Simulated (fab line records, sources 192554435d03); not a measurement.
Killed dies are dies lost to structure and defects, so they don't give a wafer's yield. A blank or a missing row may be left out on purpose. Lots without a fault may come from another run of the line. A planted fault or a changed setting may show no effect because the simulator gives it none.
A struck lot beside a sound one | flow n5_finfet | 15 steps out of a route of 1938
Sound: wafers L933.2, L933.4, L933.5. Struck: wafers L938.2, L938.3, L938.4. The cause comes at the end.
At each step with rows: each side's tool, then ch and its chambers, then its first start. Under that, the readings that differ: sound wafers | struck wafers | difference of the means | sigmas: that difference in standard deviations of wafers without a fault.
alike: readings whose means differ by less than 2 such deviations, and words and numbers that are the same on both sides. not compared: withheld readings, readings that some wafer has no value for, bounds like >300 that may hide the same value, and numbers for which the record gives no deviation and whose values overlap.
The two part at a step that has a row with sigmas, a row that says differs or no value, or rows on one side only. Numbers that don't overlap but have no deviation are shown without sigmas and don't part them. A reading that every wafer of one side lacks parts them only if that side has two wafers or more.

first, 4 steps without rows for these wafers: N5_SD_EPI_N_WET_ETCH_43 (etches SiO2 in dHF, time 14 s, target depth 1.5 nm); N5_SD_EPI_N_STRIP_18 (strips in SPM, time 750 s); N5_SD_EPI_N_SRD_20 (time 30 s); N5_SD_EPI_N_PRECLEAN_48 (cleans in NF3:NH3, afs cycles 2, time 20 s, sublimation time 60 s).
N5_SD_EPI_N_VAPOR_ETCH_50: etches Si in HCl, time 54 s.
  sound on epi_rpcvd-03 ch 0, day 3 06:11; struck on epi_rpcvd-02 ch 0, day 4 09:55
  alike: chamber_pressure_Torr, lamp_inner_pct, throttle_valve_pct
then, 1 step without rows for these wafers: N5_SD_EPI_N_EPI_21 (deposits Si:P, time 690 s).
N5_SD_EPI_N_EPI_MEAS_23:
  sound on film_metro-01, day 3 08:03; struck on film_metro-01, day 4 11:47
  alike: thk_nm
then, 3 steps without rows for these wafers: N5_SD_EPI_N_PRECLEAN_24 (cleans in O3/DIW, time 60 s); N5_SD_EPI_N_SRD_25 (time 30 s); N5_SD_EPI_N_PRECLEAN_49 (cleans in NF3:NH3, afs cycles 1, time 20 s, sublimation time 60 s).
N5_SD_EPI_N_LINER_46: material SiNx, target thk 3 nm.
  sound on ald_sin-02 ch 0,1,3, day 3 09:21; struck on ald_sin-04 ch 0,2,3, day 4 12:05
  alike: chamber_pressure_Torr, heater_power_w
N5_SD_EPI_N_INSPECT_26: inspects for defects (darkfield).
  sound on defect_inspect-02, day 3 09:36; struck on defect_inspect-01, day 4 12:20
  alike: raw_defect_count
N5_SD_EPI_P_COAT_34: time 60 s, resist thk 350 nm.
  sound on litho_track-05 ch 0, day 3 09:38; struck on litho_track-05 ch 0, day 4 12:22
  reading                                   | sound                | struck               | difference | sigmas
  spin_speed_rpm (rpm)                      | 1500.8 1501.2 1501.9 | 1191.7 1189.9 1190.8 | -310.5     | -99 or more
  model.SOC_of_SD_EPI_P_COAT_34.thk_nm (nm) | 350.6 350.4 349.2    | 394 394.8 393.6      | +44        |
then, 2 steps without rows for these wafers: N5_SD_EPI_P_COAT_35 (time 60 s, resist thk 35 nm); N5_PASSIVATION_PROBE_49.

WHERE THEY PART
Only at N5_SD_EPI_P_COAT_34, within this record.

WHY: what the simulator had put in
Process parameter drift: litho_track-05, from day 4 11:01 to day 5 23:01, at N5_SD_EPI_P_COAT_34. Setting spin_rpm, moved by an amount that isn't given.
